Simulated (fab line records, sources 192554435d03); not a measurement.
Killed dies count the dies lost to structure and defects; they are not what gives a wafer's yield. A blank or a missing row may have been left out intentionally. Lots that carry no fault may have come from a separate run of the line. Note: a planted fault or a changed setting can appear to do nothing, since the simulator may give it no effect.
A lot that was struck, set against a sound lot	flow n5Finfet	16 steps out of a route of 1938
Sound: these wafers, L119.4, L119.5, L119.6. Struck: wafer L117.3 (left out: L117.2, L117.4 of the same lot, which were not struck); the cause appears at the end.
For every step that has rows: the tool of each side, followed by ch and its chambers, followed by its first start. Under that, the readings that differ: sound wafers	struck wafers	difference of the means	sigmas: that difference in standard deviations of wafers without a fault.
alike: same words and numbers on both sides, and readings whose means sit less than 2 such deviations apart. not compared: any withheld reading, any reading some wafer has no value for, any bound like >300 that may hide the same value, and any number with overlapping values for which the record gives no deviation.
A row with sigmas, a row that says differs or no value, or rows on one side alone: a step with any of these is where the two part. When numbers do not overlap yet have no deviation, they are printed without sigmas and do not part them. Lack of a reading on every wafer of one side parts them only where that side has two or more wafers.

first, 8 steps without rows for these wafers: N5_SD_EPI_N_COAT_32 (time 60 s, resist thk 350 nm); N5_SD_EPI_N_COAT_33 (time 60 s, resist thk 35 nm); N5_SD_EPI_N_COAT_03 (resist thk 150 nm); N5_SD_EPI_N_EBR_05; N5_SD_EPI_N_SOFTBAKE_04 (time 60 s); N5_SD_EPI_N_EXPOSE_06 (exposes mask SD N BLK, target cd 120 nm); N5_SD_EPI_N_PEB_07 (peb time 60 s); N5_SD_EPI_N_DEVELOP_08 (develop time 30 s).
N5_SD_EPI_N_CD_MEAS_09: the cd target is 120 nm.
  sound on cdSem-02 ch 0, day 8 13:17; struck on cdSem-03 ch 0, day 8 05:02
  alike: cdNm
N5_SD_EPI_N_OVL_MEAS_10:
  sound on overlay-01 ch 0, day 8 13:19; struck on overlay-01 ch 0, day 8 05:04
  alike: SD_N_BLK_OVL
N5_SD_EPI_N_INSPECT_11: inspects for defects (macro).
  sound: defectInspect-01 at day 8 13:20; struck: defectInspect-02 at day 8 05:05
  alike: rawDefectCount
N5_SD_EPI_N_DESCUM_14: chemistry O2, time 7.9 s.
  sound on rieDiel-02 ch 0,1, day 8 13:22; struck on rieDiel-01 ch 1, day 8 05:07
  alike: drypumpMotorCurrentA, oesProductAu, rfFwdPowerW, rfVppV, showerheadPlenumPTorr, tempC, throttleValvePct
  not compared: rfHoursCounterH
N5_SD_EPI_N_ETCH_34: etches SiARC in CF4, target depth 45.5 nm, time 75.8 s.
  sound on rieDiel-02 ch 0,1, day 8 13:25; struck on rieDiel-01 ch 1, day 8 05:09
reading	sound	struck	difference	sigmas
etchRfOnTimeS (s)	76.4 76.5 76.3	109.1	+32.7	+30
oesProductAu (a.u.)	0.61 0.62 0.67	0.50	-0.13	-2
  alike: drypumpMotorCurrentA, rfVppV, showerheadPlenumPTorr, throttleValvePct
  not compared: rfFwdPowerW, rfHoursCounterH
N5_SD_EPI_N_ETCH_35: etches SOC in N2/H2, overetch 108 nm, time 486 s.
  sound on rieDiel-02 ch 0,1, day 8 13:28; struck on rieDiel-01 ch 1, day 8 05:13
  alike: drypumpMotorCurrentA, n2FlowSccm, oesProductAu, rfFwdPowerW, rfVppV, showerheadPlenumPTorr, tempC, throttleValvePct
  not compared: rfHoursCounterH
-- a jump in the record: the struck wafers' starts before and after are 5 days apart (it breaks off in module SD_EPI_N and resumes in module BEOL_M4, where the first step shown is number 1111 of the route) --
N5_BEOL_M4_RC_MEAS_101:
  sound on prober-02 ch 0, day 13 22:50; struck on prober-02 ch 0, day 13 02:50
reading	sound	struck	difference	sigmas
DIBL_N (mV/V)	34.2 34.4 33.5	37.4	+3.4	+2
  alike: DIBL_P, IOFF_N, IOFF_P, ION_N, ION_P, SS_N, SS_P, VT_N, VT_P
-- the record jumps here: 5 days lie between the struck wafers' starts before and after (it left off in module BEOL_M4 and takes up again in module PASSIVATION, whose first step shown is number 1936 of the route) --
N5_PASSIVATION_PROBE_49:
  only the struck wafers here have rows in the record (prober-01, day 17 14:54); the sound ones have none

## WHERE THEY PART
Last at N5_PASSIVATION_PROBE_49 as far as this record goes, first at N5_SD_EPI_N_ETCH_34.

WHY: what the simulator had put in
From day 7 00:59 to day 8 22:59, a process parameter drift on rieDiel-01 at N5_SD_EPI_N_ETCH_34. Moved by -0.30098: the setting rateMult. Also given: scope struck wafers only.
